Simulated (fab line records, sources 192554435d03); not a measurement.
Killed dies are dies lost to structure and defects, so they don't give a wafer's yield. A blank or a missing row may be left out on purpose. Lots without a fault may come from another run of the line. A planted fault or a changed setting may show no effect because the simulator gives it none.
Split-lot experiment | flow n5_finfet | 7 lots, 21 wafers read, on a route of 1938 steps

THE SPLIT
At N5_BEOL_M3_COAT_61 (time 60 s, resist thk 60 nm), the setting spin_rpm was moved away from the recipe's 1500 rpm on 8 of the 21 wafers read, by -8.3% to +8.3%. The other wafers ran this setting at the recipe's value.

FROM THE SPLIT TO THE READING: what the file shows between them, 8 steps
- N5_BEOL_M3_COAT_62: time 60 s, resist thk 12 nm
- N5_BEOL_M3_COAT_73: time 60 s, resist thk 5 nm
- N5_BEOL_M3_ETCH_74: etches underlayer in N2/H2, target depth 6.5 nm, time 5.2 s
- N5_BEOL_M3_ETCH_63: etches SiARC in CF4, target depth 15.6 nm, time 26 s
- N5_BEOL_M3_ETCH_64: etches SOC in N2/H2, target depth 75 nm, overetch 15 nm, time 112.5 s
- N5_BEOL_M3_STRIP_65: strips in N2/H2
- N5_BEOL_M3_STRIP_75: strips in N2/H2
- N5_BEOL_M3_STRIP_66: strips in CF4

THE READING
SOC_of_BEOL_M3_COAT_61.thk_nm (the simulator's own value, which no gauge read), in nm, at N5_BEOL_M3_HM_OPEN_17 (chemistry Cl2/BCl3, target TiN, target depth 20 nm, overetch 6 nm). The file gives no usual value for it. The 13 wafers here that ran the recipe average 52.1 nm, standard deviation 0.35 nm.

wafer  | tool, chamber at the split | spin_rpm as run, rpm | against the recipe | SOC_of_BEOL_M3_COAT_61.thk_nm, nm | against lot-mates on the recipe
L074.3 | litho_track-01, 0          | 1500                 | recipe             | 52.2                              | -
L074.4 | litho_track-01, 0          | 1500                 | recipe             | 52.6                              | -
L074.6 | litho_track-01, 0          | 1376                 | -8.3%              | 55                                | +2.6
L083.2 | litho_track-05, 0          | 1500                 | recipe             | 52.4                              | -
L083.3 | litho_track-05, 0          | 1500                 | recipe             | 52.4                              | -
L083.6 | litho_track-05, 0          | 1604                 | +6.9%              | 50.2                              | -2.2
L084.1 | litho_track-02, 0          | 1500                 | recipe             | 51.6                              | -
L084.2 | litho_track-02, 0          | 1500                 | recipe             | 51.6                              | -
L084.5 | litho_track-02, 0          | 1500                 | recipe             | 51.6                              | -
L085.1 | litho_track-05, 0          | 1625                 | +8.3%              | 50                                | -2.4
L085.2 | litho_track-05, 0          | 1500                 | recipe             | 52.4                              | -
L085.6 | litho_track-05, 0          | 1500                 | recipe             | 52.4                              | -
L089.1 | litho_track-02, 0          | 1407                 | -6.2%              | 54                                | no lot-mate on the recipe
L089.2 | litho_track-02, 0          | 1407                 | -6.2%              | 54                                | no lot-mate on the recipe
L089.4 | litho_track-02, 0          | 1407                 | -6.2%              | 54                                | no lot-mate on the recipe
L092.2 | litho_track-01, 0          | 1500                 | recipe             | 51.8                              | -
L092.6 | litho_track-01, 0          | 1500                 | recipe             | 51.8                              | -
L092.4 | litho_track-01, 0          | 1385                 | -7.7%              | 54.4                              | +2.6
L096.2 | litho_track-05, 0          | 1558                 | +3.9%              | 50.8                              | -1.4
L096.4 | litho_track-05, 0          | 1500                 | recipe             | 52.2                              | -
L096.5 | litho_track-05, 0          | 1500                 | recipe             | 52.2                              | -

THE FIT
A straight line over all 21 wafers: SOC_of_BEOL_M3_COAT_61.thk_nm changes by -0.299 nm for each +1% of spin_rpm; r = -0.97; the points scatter about the line by 0.32 nm.
The same after taking each lot's own level away (the mean of its wafers on the recipe; 18 wafers): -0.316 nm for each +1%; r = -1.00; scatter 0.11 nm.
On that fit, the largest move of spin_rpm shifts the reading by 2.6 nm.
The lots' own levels span 51.60 to 52.40 nm, that is 2.3 times the standard deviation above.
So the lot-to-lot level changes the slope little: the two slopes agree.
Check: with one of the wafers moved furthest among these (+8.3%) left out of the fit, the line predicts -2.73 nm for it against its lot-mates. It came out at -2.4 nm against them.

THE WHOLE CHAIN: every reading that the file lists as answering this split, in the file's order
step                  | what it does                                                          | reading                                                                        | change (the file's fit)               | r (the file's)
N5_BEOL_M3_COAT_61    | time 60 s, resist thk 60 nm                                           | SOC_of_BEOL_M3_COAT_61.thk_nm (the simulator's own value, which no gauge read) | -0.311 nm for each +1% of the setting | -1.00
N5_BEOL_M3_ETCH_64    | etches SOC in N2/H2, target depth 75 nm, overetch 15 nm, time 112.5 s | etch.depth_nm (the simulator's own value, which no gauge read)                 | -0.313 nm for each +1% of the setting | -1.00
N5_BEOL_M3_HM_OPEN_17 | chemistry Cl2/BCl3, target TiN, target depth 20 nm, overetch 6 nm     | SOC_of_BEOL_M3_COAT_61.thk_nm (the simulator's own value, which no gauge read) | -0.316 nm for each +1% of the setting | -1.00

THE FILE'S OWN FIT
SOC_of_BEOL_M3_COAT_61.thk_nm changes by -0.316 nm for each +1% of spin_rpm, r = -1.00.
